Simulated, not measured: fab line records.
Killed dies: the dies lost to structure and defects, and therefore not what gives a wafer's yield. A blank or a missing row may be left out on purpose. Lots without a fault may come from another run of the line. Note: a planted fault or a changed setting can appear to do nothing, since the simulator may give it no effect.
Split-lot experiment    flow n5 finfet    on a route of 1938 steps: 7 lots, 39 wafers read

ON THE SPLIT
At N5_HKMG_FIN_EXPOSE_09 (exposes mask NWFM), the setting dose mj was moved away from the recipe's 39.25 on 15 of the 39 wafers read, by -7.0% to +5.4%. The other wafers ran this setting at the recipe's value.

FROM THE SPLIT TO THE READING: what the file shows between them, 2 steps
- N5_HKMG_FIN_PEB_10: peb time 60 s
- N5_HKMG_FIN_DEVELOP_11: develop time 30 s

THE READING
At N5_HKMG_FIN_CD_MEAS_12: cd nm in nanometres, against a target cd of 92.8 nm. Typical for fault-free wafers on this fab line: 93.0 nm, with standard deviation 0.51 nm.

wafer   tool, chamber at the split  dose mj as run  against the recipe  cd nm, nm  against lot-mates on the recipe
L078.1  arfi scanner-03, 0          41.35           +5.4%               96.4       +3.3
L078.2  arfi scanner-03, 0          41.35           +5.4%               97.1       +4.0
L078.3  arfi scanner-03, 0          39.25           recipe              92.5       -
L078.4  arfi scanner-03, 0          39.25           recipe              93.3       -
L078.5  arfi scanner-03, 0          39.25           recipe              93.4       -
L078.6  arfi scanner-03, 0          41.35           +5.4%               96.2       +3.1
L080.1  arfi scanner-03, 0          39.25           recipe              92.9       -
L080.2  arfi scanner-03, 0          39.25           recipe              93.1       -
L080.3  arfi scanner-03, 0          36.52           -7.0%               87.9       -5.2
L080.4  arfi scanner-03, 0          36.52           -7.0%               88.3       -4.8
L080.5  arfi scanner-03, 0          39.25           recipe              93.3       -
L080.6  arfi scanner-03, 0          36.52           -7.0%               87.1       -6.0
L084.1  arfi scanner-02, 0          39.25           recipe              93.0       -
L084.2  arfi scanner-02, 0          39.25           recipe              93.0       -
L084.3  arfi scanner-02, 0          39.25           recipe              93.3       -
L084.4  arfi scanner-02, 0          39.25           recipe              92.7       -
L084.5  arfi scanner-02, 0          39.25           recipe              92.4       -
L084.6  arfi scanner-02, 0          39.25           recipe              93.1       -
L088.4  arfi scanner-01, 0          39.25           recipe              93.4       -
L088.5  arfi scanner-01, 0          39.25           recipe              92.1       -
L088.6  arfi scanner-01, 0          39.25           recipe              93.6       -
L090.1  arfi scanner-01, 0          37.88           -3.5%               90.7       -2.7
L090.2  arfi scanner-01, 0          39.25           recipe              92.8       -
L090.3  arfi scanner-01, 0          37.88           -3.5%               91.1       -2.3
L090.4  arfi scanner-01, 0          39.25           recipe              94.1       -
L090.5  arfi scanner-01, 0          39.25           recipe              93.3       -
L090.6  arfi scanner-01, 0          37.88           -3.5%               91.4       -2.0
L092.1  arfi scanner-03, 0          36.78           -6.3%               88.5       -4.9
L092.2  arfi scanner-03, 0          39.25           recipe              93.7       -
L092.3  arfi scanner-03, 0          36.78           -6.3%               89.0       -4.4
L092.4  arfi scanner-03, 0          39.25           recipe              93.3       -
L092.5  arfi scanner-03, 0          36.78           -6.3%               88.9       -4.5
L092.6  arfi scanner-03, 0          39.25           recipe              93.3       -
L097.1  arfi scanner-03, 0          39.25           recipe              93.1       -
L097.2  arfi scanner-03, 0          37.68           -4.0%               90.7       -1.9
L097.3  arfi scanner-03, 0          37.68           -4.0%               91.4       -1.2
L097.4  arfi scanner-03, 0          39.25           recipe              92.1       -
L097.5  arfi scanner-03, 0          37.68           -4.0%               89.9       -2.7
L097.6  arfi scanner-03, 0          39.25           recipe              92.6       -

THE FIT
A straight line over all 39 wafers: cd nm changes by +0.684 nm for each +1% of dose mj; r = +0.97; the points scatter about the line by 0.52 nm.
The same after taking each lot's own level away (the mean of its wafers on the recipe; 39 wafers): +0.696 nm for each +1%; r = +0.97; scatter 0.52 nm.
That fit puts the effect of the largest move of dose mj on the reading at 4.8 nm.
Measured against the standard deviation above, the lots' own levels, which go from 92.60 to 93.43 nm, span 1.6 times it.
So the lot-to-lot level changes the slope little: the two slopes agree.
Check: with one of the wafers moved furthest among these (-7.0%) left out of the fit, the line predicts -4.8 nm for it against its lot-mates. Against them it came out at -5.2 nm.

THE OTHER SPLITS THESE WAFERS WENT THROUGH
Before the reading, these wafers also passed through other splits. Each is held against what the fit with the lots' levels taken away leaves over:
other split on the same wafers         wafers away from the commonest value  r with cd nm (lot level and that fit taken away)
N5_PMOS_HMC_CHANNEL_EPI_EPI_20 temp c  9                                     +0.01
N5_SD_EPI_P_EPI_21 temp c              15                                    +0.00
N5_HKMG_FIN_ETCH_58 target depth a     18                                    -0.06

FILE'S OWN FIT
cd nm changes by +0.694 nm for each +1% of dose mj, r = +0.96.
